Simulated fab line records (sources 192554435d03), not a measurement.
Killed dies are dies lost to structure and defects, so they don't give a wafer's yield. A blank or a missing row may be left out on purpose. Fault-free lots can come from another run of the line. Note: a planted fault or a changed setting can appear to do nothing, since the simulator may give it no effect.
Chamber matching / flow n5Finfet / N5_GATE_CUT_SAC_CAP_01 on aldSin-02: 4 sister chambers
The step material SiNx, target thk 24 nm, pulse time 1 s, ald cycles 480. 14 wafers are shown with their chamber, then 7 later ones without.

## WAFERS PAIRED WITH THEIR CHAMBERS
wafer=L075.2; chamber=1; heaterPowerW (W)=801; precursorPulseHeightRel=1.009
wafer=L075.3; chamber=2; heaterPowerW (W)=937; precursorPulseHeightRel=0.990
wafer=L075.6; chamber=1; heaterPowerW (W)=814; precursorPulseHeightRel=0.979
wafer=L078.2; chamber=0; heaterPowerW (W)=824; precursorPulseHeightRel=1.020
wafer=L078.3; chamber=3; heaterPowerW (W)=758; precursorPulseHeightRel=0.975
wafer=L078.5; chamber=2; heaterPowerW (W)=939; precursorPulseHeightRel=0.989
wafer=L079.1; chamber=3; heaterPowerW (W)=749; precursorPulseHeightRel=1.008
wafer=L079.5; chamber=2; heaterPowerW (W)=963; precursorPulseHeightRel=0.969
wafer=L079.6; chamber=1; heaterPowerW (W)=804; precursorPulseHeightRel=1.017
wafer=L080.1; chamber=1; heaterPowerW (W)=810; precursorPulseHeightRel=1.004
wafer=L080.3; chamber=0; heaterPowerW (W)=809; precursorPulseHeightRel=1.015
wafer=L080.5; chamber=2; heaterPowerW (W)=954; precursorPulseHeightRel=1.026
wafer=L085.1; chamber=0; heaterPowerW (W)=851; precursorPulseHeightRel=1.010
wafer=L085.3; chamber=1; heaterPowerW (W)=811; precursorPulseHeightRel=1.016

SIGNATURES (means of the wafers above)
reading=heaterPowerW; chamber 0=828.00; chamber 1=808.00; chamber 2=948.25; chamber 3=753.50; scatter within a chamber=12.3
reading=precursorPulseHeightRel; chamber 0=1.01500; chamber 1=1.00500; chamber 2=0.99350; chamber 3=0.99150; scatter within a chamber=0.018
Rule: a wafer lies at a distance from a chamber equal to the root of the sum of squares, over the readings, of (its reading less the chamber's mean, divided by the reading's scatter). If the next closest chamber is less than 2 further off than the closest, the wafer can't be placed; otherwise it belongs to the closest. The scatter is the square root of a quotient: the sum, over the shown wafers, of each reading's squared deviation from its chamber's mean, divided by wafers minus chambers.

## WAFERS WHOSE CHAMBER IS MISSING
wafer=L085.5; heaterPowerW (W)=809; precursorPulseHeightRel=0.980
wafer=L088.1; heaterPowerW (W)=845; precursorPulseHeightRel=0.983
wafer=L088.4; heaterPowerW (W)=958; precursorPulseHeightRel=0.996
wafer=L088.5; heaterPowerW (W)=809; precursorPulseHeightRel=1.031
wafer=L091.2; heaterPowerW (W)=786; precursorPulseHeightRel=1.008
wafer=L091.3; heaterPowerW (W)=766; precursorPulseHeightRel=1.015
wafer=L091.5; heaterPowerW (W)=850; precursorPulseHeightRel=1.017

## EACH ONE'S CHAMBER
wafer=L085.5; from the rows above=can't be placed: 1 or 0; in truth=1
wafer=L088.1; from the rows above=can't be placed: 0 or 1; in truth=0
wafer=L088.4; from the rows above=2; in truth=2
wafer=L088.5; from the rows above=can't be placed: 1 or 0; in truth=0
wafer=L091.2; from the rows above=can't be placed: 1 or 3 or 0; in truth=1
wafer=L091.3; from the rows above=can't be placed: 3 or 1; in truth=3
wafer=L091.5; from the rows above=can't be placed: 0 or 1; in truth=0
Correctly placed: 1 of 7. Unplaceable from these rows: 6, with the true chamber sitting among the candidates in 6. Wrongly placed: 0.
